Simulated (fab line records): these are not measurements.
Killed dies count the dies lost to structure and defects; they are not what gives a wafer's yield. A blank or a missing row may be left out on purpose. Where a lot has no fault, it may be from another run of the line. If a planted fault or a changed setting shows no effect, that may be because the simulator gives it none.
Split-lot experiment :: flow n5-finfet :: 7 lots, 21 wafers read, on a route of 1938 steps

## THE SPLIT ITSELF
At N5_GATE_CUT_ALD_22 (deposits SiNx, target thk 16 nm, pulse time 1 s, ald cycles 320), the setting ald-cycles was moved away from the recipe's 320 on 5 of the 21 wafers read, by -16.2% to -4.1%. This setting was run at the recipe's value on the other wafers.

Reading taken at the split's own step.

## THE READING
SiNx_of_GATE_CUT_ALD_22.thk-nm (the simulator's own value, which no gauge read), in nm, at N5_GATE_CUT_ALD_22 (deposits SiNx, target thk 16 nm, pulse time 1 s, ald cycles 320). No usual value for it is given in the file.

wafer: L078.2
tool, chamber at the split: ald-sin-04, 2,0
ald-cycles as run: 288
against the recipe: -10.0%
SiNx_of_GATE_CUT_ALD_22.thk-nm, nm: 14.4
against lot-mates on the recipe: -1.6

wafer: L078.3
tool, chamber at the split: ald-sin-04, 2,0
ald-cycles as run: 288
against the recipe: -10.0%
SiNx_of_GATE_CUT_ALD_22.thk-nm, nm: 14.4
against lot-mates on the recipe: -1.6

wafer: L078.5
tool, chamber at the split: ald-sin-04, 1
ald-cycles as run: 320
against the recipe: recipe
SiNx_of_GATE_CUT_ALD_22.thk-nm, nm: 16
against lot-mates on the recipe: -

wafer: L085.1
tool, chamber at the split: ald-sin-03, 1,3,2
ald-cycles as run: 320
against the recipe: recipe
SiNx_of_GATE_CUT_ALD_22.thk-nm, nm: 16
against lot-mates on the recipe: -

wafer: L085.4
tool, chamber at the split: ald-sin-03, 1,3,2
ald-cycles as run: 320
against the recipe: recipe
SiNx_of_GATE_CUT_ALD_22.thk-nm, nm: 16
against lot-mates on the recipe: -

wafer: L085.5
tool, chamber at the split: ald-sin-03, 1,3,2
ald-cycles as run: 320
against the recipe: recipe
SiNx_of_GATE_CUT_ALD_22.thk-nm, nm: 16
against lot-mates on the recipe: -

wafer: L086.1
tool, chamber at the split: ald-sin-01, 1,0,3
ald-cycles as run: 320
against the recipe: recipe
SiNx_of_GATE_CUT_ALD_22.thk-nm, nm: 16
against lot-mates on the recipe: -

wafer: L086.5
tool, chamber at the split: ald-sin-01, 1,0,3
ald-cycles as run: 320
against the recipe: recipe
SiNx_of_GATE_CUT_ALD_22.thk-nm, nm: 16
against lot-mates on the recipe: -

wafer: L086.6
tool, chamber at the split: ald-sin-01, 1,0,3
ald-cycles as run: 320
against the recipe: recipe
SiNx_of_GATE_CUT_ALD_22.thk-nm, nm: 16
against lot-mates on the recipe: -

wafer: L092.1
tool, chamber at the split: ald-sin-04, 3
ald-cycles as run: 307
against the recipe: -4.1%
SiNx_of_GATE_CUT_ALD_22.thk-nm, nm: 15.4
against lot-mates on the recipe: -0.6

wafer: L092.4
tool, chamber at the split: ald-sin-04, 0
ald-cycles as run: 307
against the recipe: -4.1%
SiNx_of_GATE_CUT_ALD_22.thk-nm, nm: 15.2
against lot-mates on the recipe: -0.8

wafer: L092.6
tool, chamber at the split: ald-sin-04, 0
ald-cycles as run: 320
against the recipe: recipe
SiNx_of_GATE_CUT_ALD_22.thk-nm, nm: 16
against lot-mates on the recipe: -

wafer: L093.2
tool, chamber at the split: ald-sin-03, 1,0
ald-cycles as run: 320
against the recipe: recipe
SiNx_of_GATE_CUT_ALD_22.thk-nm, nm: 16
against lot-mates on the recipe: -

wafer: L093.6
tool, chamber at the split: ald-sin-03, 1,0
ald-cycles as run: 320
against the recipe: recipe
SiNx_of_GATE_CUT_ALD_22.thk-nm, nm: 16
against lot-mates on the recipe: -

wafer: L093.4
tool, chamber at the split: ald-sin-03, 0
ald-cycles as run: 268
against the recipe: -16.2%
SiNx_of_GATE_CUT_ALD_22.thk-nm, nm: 13.4
against lot-mates on the recipe: -2.6

wafer: L094.2
tool, chamber at the split: ald-sin-03, 0,2,2
ald-cycles as run: 320
against the recipe: recipe
SiNx_of_GATE_CUT_ALD_22.thk-nm, nm: 16
against lot-mates on the recipe: -

wafer: L094.3
tool, chamber at the split: ald-sin-03, 0,2,2
ald-cycles as run: 320
against the recipe: recipe
SiNx_of_GATE_CUT_ALD_22.thk-nm, nm: 16
against lot-mates on the recipe: -

wafer: L094.6
tool, chamber at the split: ald-sin-03, 0,2,2
ald-cycles as run: 320
against the recipe: recipe
SiNx_of_GATE_CUT_ALD_22.thk-nm, nm: 16
against lot-mates on the recipe: -

wafer: L096.1
tool, chamber at the split: ald-sin-04, 3,1,0
ald-cycles as run: 320
against the recipe: recipe
SiNx_of_GATE_CUT_ALD_22.thk-nm, nm: 16
against lot-mates on the recipe: -

wafer: L096.2
tool, chamber at the split: ald-sin-04, 3,1,0
ald-cycles as run: 320
against the recipe: recipe
SiNx_of_GATE_CUT_ALD_22.thk-nm, nm: 16
against lot-mates on the recipe: -

wafer: L096.3
tool, chamber at the split: ald-sin-04, 3,1,0
ald-cycles as run: 320
against the recipe: recipe
SiNx_of_GATE_CUT_ALD_22.thk-nm, nm: 16
against lot-mates on the recipe: -
The file does not say which wafer passed through which chamber wherever a row lists several chambers: such a row stands for several wafers.

FIT RESULTS
A straight line over all 21 wafers: SiNx_of_GATE_CUT_ALD_22.thk-nm changes by +0.16 nm for each +1% of ald-cycles; r = +1.00; the points scatter about the line by 0.036 nm.
The same after taking each lot's own level away (the mean of its wafers on the recipe; 21 wafers): +0.16 nm for each +1%; r = +1.00; scatter 0.036 nm.
Per that fit: largest ald-cycles move, reading shift of 2.6 nm.
The lots' own levels span 16.00 to 16.00 nm.
Consequently the slope shifts little with the lot-to-lot level, the two slopes agreeing.
Check: for one of the wafers moved furthest among these (-16.2%), held out of the fit, the line's prediction against its lot-mates is -2.63 nm. It came out at -2.6 nm against them.

## ADDITIONAL SPLITS CARRIED BY THESE WAFERS
These wafers also went through other splits before the reading. Each is held against what the fit with the lots' levels taken away leaves over:
other split on the same wafers: N5_ILD0_ALD_15 ald-cycles
wafers away from the commonest value: 4
r with SiNx_of_GATE_CUT_ALD_22.thk-nm (lot level and that fit taken away): -0.02

other split on the same wafers: N5_SDB_ALD_29 ald-cycles
wafers away from the commonest value: 3
r with SiNx_of_GATE_CUT_ALD_22.thk-nm (lot level and that fit taken away): -0.23

## FILE'S OWN FIT
SiNx_of_GATE_CUT_ALD_22.thk-nm changes by +0.161 nm for each +1% of ald-cycles, r = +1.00.
